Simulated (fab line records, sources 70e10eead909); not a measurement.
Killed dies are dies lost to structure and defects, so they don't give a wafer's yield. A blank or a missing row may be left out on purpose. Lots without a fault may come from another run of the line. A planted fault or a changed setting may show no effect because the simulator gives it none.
A struck lot beside a sound one | flow nand_harc | 15 steps out of a route of 1302
Sound: wafers L349.1, L349.3, L349.4. Struck: wafer L338.2. (L338.1, L338.6 of the same lot were not struck and are left out.) The cause comes at the end.
At each step with rows: each side's tool, then ch and its chambers, then its first start. Under that, the readings that differ: sound wafers | struck wafers | difference of the means | sigmas: that difference in standard deviations of wafers without a fault.
alike: readings whose means differ by less than 2 such deviations, and words and numbers that are the same on both sides. not compared: withheld readings, readings that some wafer has no value for, bounds like >300 that may hide the same value, and numbers for which the record gives no deviation and whose values overlap.
The two part at a step that has a row with sigmas, a row that says differs or no value, or rows on one side only. Numbers that don't overlap but have no deviation are shown without sigmas and don't part them. A reading that every wafer of one side lacks parts them only if that side has two wafers or more.

NHARC_P_CONTACT_ETCH_35: etches the open film in CF4, target depth 39 nm, time 65 s.
  sound on rie_diel-05 ch 1,2,3, day 13 01:23; struck on rie_diel-11 ch 3, day 8 19:28
  reading                | sound       | struck | difference | sigmas
  rf_hours_counter_h (h) | 3.1 3.0 3.4 | 2.8    | -0.4       |
  alike: drypump_motor_current_A, oes_product_au, rf_vpp_V, showerhead_plenum_p_Torr, throttle_valve_pct
then, 1 step without rows for these wafers: NHARC_P_CONTACT_ETCH_36 (etches the open film in N2/H2, target depth 260 nm, time 406.25 s).
NHARC_P_CONTACT_ETCH_18: etches the open film in C4F8/O2/Ar, target depth 481 nm, time 240.5 s.
  sound on rie_diel-05 ch 0,2,3; struck on rie_diel-11 ch 1
  reading      | sound       | struck | difference | sigmas
  rf_vpp_V (V) | 986 984 976 | 971    | -11        | -2
  alike: oes_product_au
  not compared: rf_hours_counter_h
then, 2 steps without rows for these wafers: NHARC_P_CONTACT_STRIP_37 (strips in C4F8/O2/Ar); NHARC_P_CONTACT_ETCH_31 (etches the open film in CH3F/O2, target depth 30 nm, time 85.7 s).
NHARC_P_CONTACT_CD_MEAS_19:
  sound on cd_sem-03, day 13 02:11; struck on cd_sem-02, day 8 20:14
  alike: cd_nm
then, 2 steps without rows for these wafers: NHARC_P_CONTACT_STRIP_28 (strips in O2); NHARC_P_CONTACT_STRIP_29 (strips in post etch residue remover, time 1200 s).
NHARC_P_CONTACT_DEGAS_38: time 60 s.
  sound on pvd_sputter-01, day 13 02:53; struck on pvd_sputter-02, day 8 20:58
  alike: heater_power_w
then, 1 step without rows for these wafers: NHARC_P_CONTACT_PRE_CLEAN_39 (time 19.5 s).
NHARC_P_CONTACT_PVD_32: deposits Ti, target thk 5 nm, time 17.7 s.
  sound on pvd_sputter-01; struck on pvd_sputter-02
  reading                | sound          | struck | difference | sigmas
  throttle_valve_pct (%) | 30.4 29.3 32.3 | 28.7   | -2.0       | -2
NHARC_P_CONTACT_ALD_22: deposits TiN, target thk 3 nm, pulse time 1 s, ald cycles 150.
  sound on ald_metal-01 ch 1,2,3, day 13 03:09; struck on ald_metal-01 ch 3, day 8 21:11
  alike: heater_power_w, precursor_pulse_height_rel
NHARC_P_CONTACT_CVD_23: deposits W, target thk 200 nm, time 557 s.
  sound on cvd_w-02 ch 0,1, day 13 03:20; struck on cvd_w-02 ch 1, day 8 21:23
  alike: heater_power_w, throttle_valve_pct
NHARC_P_CONTACT_CMP_24: polishes, t overpolish 30 s, target thk 200 nm.
  sound on cmp-01 ch 0,1,2, day 13 04:01; struck on cmp-01 ch 0, day 8 22:04
  reading                | sound    | struck | difference | sigmas
  time_to_endpoint_s (s) | 33 32 37 | 22     | -12        | -3
  alike: motor_current_A, overpolish_run_s
-- the record jumps here: 19 days lie between the struck wafers' starts before and after (it left off in module P_CONTACT and takes up again in module END, whose first step shown is number 1302 of the route) --
NHARC_END_SORT_01:
  the record has rows for the struck wafers here (prober-02 ch 0, day 27 15:53) and none for the sound ones

WHERE THEY PART
First at NHARC_P_CONTACT_ETCH_18; last, within this record, at NHARC_END_SORT_01.

WHY: what the simulator had put in
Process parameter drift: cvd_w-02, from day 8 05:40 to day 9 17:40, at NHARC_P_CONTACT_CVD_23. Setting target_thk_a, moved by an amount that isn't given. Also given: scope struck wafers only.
